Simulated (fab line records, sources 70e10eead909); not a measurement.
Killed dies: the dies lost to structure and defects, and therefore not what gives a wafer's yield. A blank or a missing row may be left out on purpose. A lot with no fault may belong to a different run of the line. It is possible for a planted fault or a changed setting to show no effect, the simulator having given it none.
Chamber matching :: flow nandHarc :: 3 sister chambers for NHARC_P_M1_PRE_CLEAN_32 on pecvd-04
The step time 12 s. 6 wafers are shown with their chamber, then 7 later ones without.

## WAFERS, EACH WITH ITS CHAMBER
wafer: L078.1
chamber: 0
heaterPowerW (W): 683
rfFwdPowerW (W): 291.9

wafer: L080.6
chamber: 2
heaterPowerW (W): 729
rfFwdPowerW (W): 293.0

wafer: L082.1
chamber: 2
heaterPowerW (W): 770
rfFwdPowerW (W): 290.2

wafer: L082.4
chamber: 1
heaterPowerW (W): 592
rfFwdPowerW (W): 292.8

wafer: L085.2
chamber: 1
heaterPowerW (W): 557
rfFwdPowerW (W): 292.4

wafer: L085.3
chamber: 0
heaterPowerW (W): 677
rfFwdPowerW (W): 292.1

## WAFERS MISSING THEIR CHAMBER
wafer: L085.5
heaterPowerW (W): 566
rfFwdPowerW (W): 291.3

wafer: L092.1
heaterPowerW (W): 546
rfFwdPowerW (W): 291.9

wafer: L092.4
heaterPowerW (W): 742
rfFwdPowerW (W): 292.9

wafer: L092.5
heaterPowerW (W): 775
rfFwdPowerW (W): 292.9

wafer: L094.2
heaterPowerW (W): 721
rfFwdPowerW (W): 292.4

wafer: L094.3
heaterPowerW (W): 805
rfFwdPowerW (W): 293.0

wafer: L094.5
heaterPowerW (W): 826
rfFwdPowerW (W): 293.0

## WHICH CHAMBER EACH WENT THROUGH
wafer: L085.5
from the rows above: 1
in truth: 1

wafer: L092.1
from the rows above: 1
in truth: 1

wafer: L092.4
from the rows above: can't be placed: 2 or 0
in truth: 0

wafer: L092.5
from the rows above: 2
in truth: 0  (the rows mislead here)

wafer: L094.2
from the rows above: can't be placed: 2 or 0
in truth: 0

wafer: L094.3
from the rows above: 2
in truth: 2

wafer: L094.5
from the rows above: 2
in truth: 2
Correctly placed: 4 of 7. These rows do not allow placing 2 (true chamber among the candidates in 2). 1 placed wrongly.
How it was worked out, from the rows above alone: a wafer's distance from a chamber is the root of the sum, over the readings, of the square of ((its reading less the chamber's mean) divided by the reading's scatter). The wafer belongs to the nearest chamber; if the next one is less than 2 further off, it can't be placed. A chamber's mean is the mean of its shown wafers. How the scatter is found: for the shown wafers, subtract from each reading the mean of its chamber, square and add these, divide the total by (wafers less chambers), then take the root.
